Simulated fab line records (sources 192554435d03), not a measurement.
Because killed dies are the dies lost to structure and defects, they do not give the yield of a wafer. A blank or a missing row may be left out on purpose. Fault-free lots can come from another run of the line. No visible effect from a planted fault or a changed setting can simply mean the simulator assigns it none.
fab line records ; flow n5_finfet
[record] lots = 7; wafers = 39
route steps=1938 shown PASSIVATION@1930
start_h: hours from the record's first day to the start of the lot's first wafer shown ; wait_h: hours elapsed since this lot's preceding step ; " as in the row above ; L1.1+2: a single row standing in for several wafers ; - no value, or no start given ; * or withheld: withheld ; < > ~ a bound
route shown NAME@n: NAME is a module with steps in the file, n the number in the route of the first one ; usual: average and standard deviation across the fault-free wafers ; same: alike in all rows ; chamber/n: place in a boat ; sites: readings site by site ; _std_site: standard deviation across them ; _edge_site: outer sites' mean less inner sites' ; radius_mm: how far each site lies from the wafer's centre ; mask NAME#n: copy n ; behind: the last tool/chamber to shape the wafer ; hold: what put the lot on hold/how long, in hours/how the hold closed ; device: whichever transistor did not switch (one of n, p or np) ; end of line: the route-end tests of the same wafers ; where a step has no rows: the recipe by itself ; killed: dies that structure and defects cost at the first sort, which is not the same as the wafer's yield ; map: dies across one wafer; x = killed, . = not, _ = none there
set.NAME: setting as actually run; set.NAME@STEP: the setting as run at that earlier step ; model.NAME: the simulator's own value behind a step, which no gauge read
lots whose settings were changed on purpose; a table a step, a row a wafer
[[steps]]
[step N5_PASSIVATION_ETCH_54]
[recipe] chemistry = CHF3/O2; target = SiO2; target_depth_a = 8800; CHF3_flow_sccm = 50; O2_flow_sccm = 5; Ar_flow_sccm = 200; time_s = 440; mask_material = PR; pressure_mtorr = 30; source_w = 650; bias_w = 170; ion_energy_ev = 200
lot.wafer;tool;chamber;start_h;wait_h;set.target_depth_a;model.PASSIVATION.feature_depth_nm;model.etch.depth_nm
L080.1;rie_diel-06;2;303.35;0.1;8800;868.8;868.8
L080.2;rie_diel-06;1;303.35;0.1;7137;695.6;695.5
L080.3;rie_diel-06;3;303.35;0.1;7137;729.2;729.2
L080.4;rie_diel-06;3;303.35;0.1;8800;909.4;909.5
L080.5;rie_diel-06;2;303.35;0.1;7137;704;704.1
L080.6;rie_diel-06;1;303.35;0.1;8800;868.2;868.2
L081.1;rie_diel-06;3;315.13;0.1;8800;912.2;912.1
L081.2;rie_diel-06;0;315.13;0.1;8800;897;896.9
L081.5;rie_diel-06;3;315.13;0.1;8800;913.8;913.8
L084.1;rie_diel-02;3;332.27;0.1;3986;402;402.1
L084.2;rie_diel-02;1;332.27;0.1;8800;888.2;888.2
L084.3;rie_diel-02;0;332.27;0.1;3986;395.6;395.6
L084.4;rie_diel-02;2;332.27;0.1;8800;872.8;872.9
L084.5;rie_diel-02;2;332.27;0.1;8800;876.6;876.6
L084.6;rie_diel-02;3;332.27;0.1;3986;403;403.1
L085.1;rie_diel-02;1;333.87;0.1;8800;882.2;882.2
L085.2;rie_diel-02;0;333.87;0.1;8800;868.8;868.8
L085.3;rie_diel-02;2;333.87;0.1;8800;870.4;870.4
L085.4;rie_diel-02;3;333.87;0.1;8800;883;882.9
L085.5;rie_diel-02;1;333.87;0.1;8800;878;878
L085.6;rie_diel-02;0;333.87;0.1;8800;864;864.1
L091.1;rie_diel-04;1;361.95;0.1;8800;914.8;914.8
L091.2;rie_diel-04;3;361.95;0.1;12970;1311;1311
L091.3;rie_diel-04;0;361.95;0.1;8800;889.8;889.7
L091.4;rie_diel-04;2;361.95;0.1;12970;1331;1331
L091.5;rie_diel-04;3;361.95;0.1;8800;888.8;888.8
L091.6;rie_diel-04;0;361.95;0.1;12970;1318;1318
L092.1;rie_diel-04;0;366.32;0.1;8800;883.8;883.9
L092.2;rie_diel-04;1;366.32;0.1;8800;900.2;900.2
L092.3;rie_diel-04;3;366.32;0.1;8800;884.6;884.5
L092.4;rie_diel-04;2;366.32;0.1;8800;902;902.1
L092.5;rie_diel-04;2;366.32;0.1;8800;904.2;904.3
L092.6;rie_diel-04;3;366.32;0.1;8800;887.8;887.8
L097.1;rie_diel-06;1;400.16;0.1;8800;865.2;865.2
L097.2;rie_diel-06;3;400.16;0.1;12930;1310;1310
L097.3;rie_diel-06;0;400.16;0.1;12930;1290;1290
L097.4;rie_diel-06;2;400.16;0.1;12930;1268;1268
L097.5;rie_diel-06;0;400.16;0.1;8800;875.4;875.4
L097.6;rie_diel-06;1;400.16;0.1;8800;865;865
[[key]]
[split] step = N5_PASSIVATION_ETCH_54; setting = target_depth_a; stated = 8800; by = wafer
[response] step = N5_PASSIVATION_ETCH_54; reading = model.PASSIVATION.feature_depth_nm; change = +8.88; per = 1%; r = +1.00
[response] step = N5_PASSIVATION_ETCH_54; reading = model.etch.depth_nm; change = +8.88; per = 1%; r = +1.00
